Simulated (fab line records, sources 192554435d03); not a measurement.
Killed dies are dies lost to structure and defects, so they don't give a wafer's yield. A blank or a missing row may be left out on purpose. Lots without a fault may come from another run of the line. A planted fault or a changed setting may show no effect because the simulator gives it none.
Split-lot experiment | flow n5_finfet | 7 lots, 21 wafers read, on a route of 1938 steps

THE SPLIT
At N5_BEOL_M10_ILD_DEP_00 (deposits SiCOH lowk from DEMS/porogen, target thk 308.51 nm, time 58 s), the setting time_s was moved away from the recipe's 58 s on 4 of the 21 wafers read, by -11.2% to +11.2%. The other wafers ran this setting at the recipe's value.

FROM THE SPLIT TO THE READING: what the file shows between them, 1 step
- N5_BEOL_M10_CURE_71: cures SiCOH lowk, time 240 s

THE READING
M10_ILD_THK, in nm, at N5_BEOL_M10_THK_MEAS_01. Fault-free wafers of this fab line usually give 268 nm, standard deviation 4 nm.

wafer  | tool, chamber at the split | time_s as run, s | against the recipe | M10_ILD_THK, nm | against lot-mates on the recipe
L076.2 | pecvd-01, 0                | 58               | recipe             | 274             | -
L076.5 | pecvd-01, 2                | 58               | recipe             | 268             | -
L076.6 | pecvd-01, 0                | 64.51            | +11.2%             | 306             | +35
L080.1 | pecvd-01, 0                | 58               | recipe             | 267             | -
L080.3 | pecvd-01, 1                | 58               | recipe             | 268             | -
L080.6 | pecvd-01, 2                | 58               | recipe             | 270             | -
L079.1 | pecvd-02, 1                | 58               | recipe             | 270             | -
L079.2 | pecvd-02, 2                | 60.23            | +3.8%              | 275             | +5
L079.3 | pecvd-02, 0                | 60.23            | +3.8%              | 273             | +3
L083.4 | pecvd-04, 2                | 51.49            | -11.2%             | 244             | -27
L083.5 | pecvd-04, 1                | 58               | recipe             | 269             | -
L083.6 | pecvd-04, 0                | 58               | recipe             | 273             | -
L086.2 | pecvd-01, 0                | 58               | recipe             | 273             | -
L086.3 | pecvd-01, 2                | 58               | recipe             | 266             | -
L086.4 | pecvd-01, 2                | 58               | recipe             | 275             | -
L091.1 | pecvd-01, 0,1              | 58               | recipe             | 267             | -
L091.2 | pecvd-01, 2                | 58               | recipe             | 264             | -
L091.3 | pecvd-01, 0,1              | 58               | recipe             | 267             | -
L092.3 | pecvd-04, 0,1              | 58               | recipe             | 270             | -
L092.4 | pecvd-04, 0                | 58               | recipe             | 270             | -
L092.5 | pecvd-04, 0,1              | 58               | recipe             | 270             | -
Where a row lists several chambers, the file gives one row for several wafers and doesn't say which wafer went through which chamber.

THE FIT
A straight line over all 21 wafers: M10_ILD_THK changes by +2.6 nm for each +1% of time_s; r = +0.93; the points scatter about the line by 3.8 nm.
The same after taking each lot's own level away (the mean of its wafers on the recipe; 21 wafers): +2.59 nm for each +1%; r = +0.95; scatter 3.2 nm.
On that fit, the largest move of time_s shifts the reading by 29 nm.
The lots' own levels span 266.0 to 271.3 nm, that is 1.3 times the standard deviation above.
So the lot-to-lot level changes the slope little: the two slopes agree.
Check: with one of the wafers moved furthest among these (+11.2%) left out of the fit, the line predicts +23.4 nm for it against its lot-mates. It came out at +35 nm against them.

OTHER SPLITS ON THESE WAFERS
These wafers also went through other splits before the reading. Each is held against what the fit with the lots' levels taken away leaves over:
other split on the same wafers   | wafers away from the commonest value | r with M10_ILD_THK (lot level and that fit taken away)
N5_BEOL_M8_TRENCH_ETCH_37 time_s | 7                                    | +0.24
N5_BEOL_M9_COAT_59 spin_rpm      | 9                                    | -0.02
N5_BEOL_M9_ETCH_61 source_w      | 9                                    | +0.02

THE WHOLE CHAIN: every reading that the file lists as answering this split, in the file's order
step                    | what it does                                                           | reading                                                                                   | change (the file's fit)              | r (the file's)
N5_BEOL_M10_ILD_DEP_00  | deposits SiCOH lowk from DEMS/porogen, target thk 308.51 nm, time 58 s | SiCOH_lowk_of_BEOL_M10_ILD_DEP_00.thk_nm (the simulator's own value, which no gauge read) | +3.08 nm for each +1% of the setting | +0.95
N5_BEOL_M10_CURE_71     | cures SiCOH lowk, time 240 s                                           | SiCOH_lowk_of_BEOL_M10_ILD_DEP_00.thk_nm (the simulator's own value, which no gauge read) | +2.72 nm for each +1% of the setting | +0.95
N5_BEOL_M10_THK_MEAS_01 |                                                                        | M10_ILD_THK                                                                               | +2.72 for each +1% of the setting    | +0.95

THE FILE'S OWN FIT
M10_ILD_THK changes by +2.72 nm for each +1% of time_s, r = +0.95.
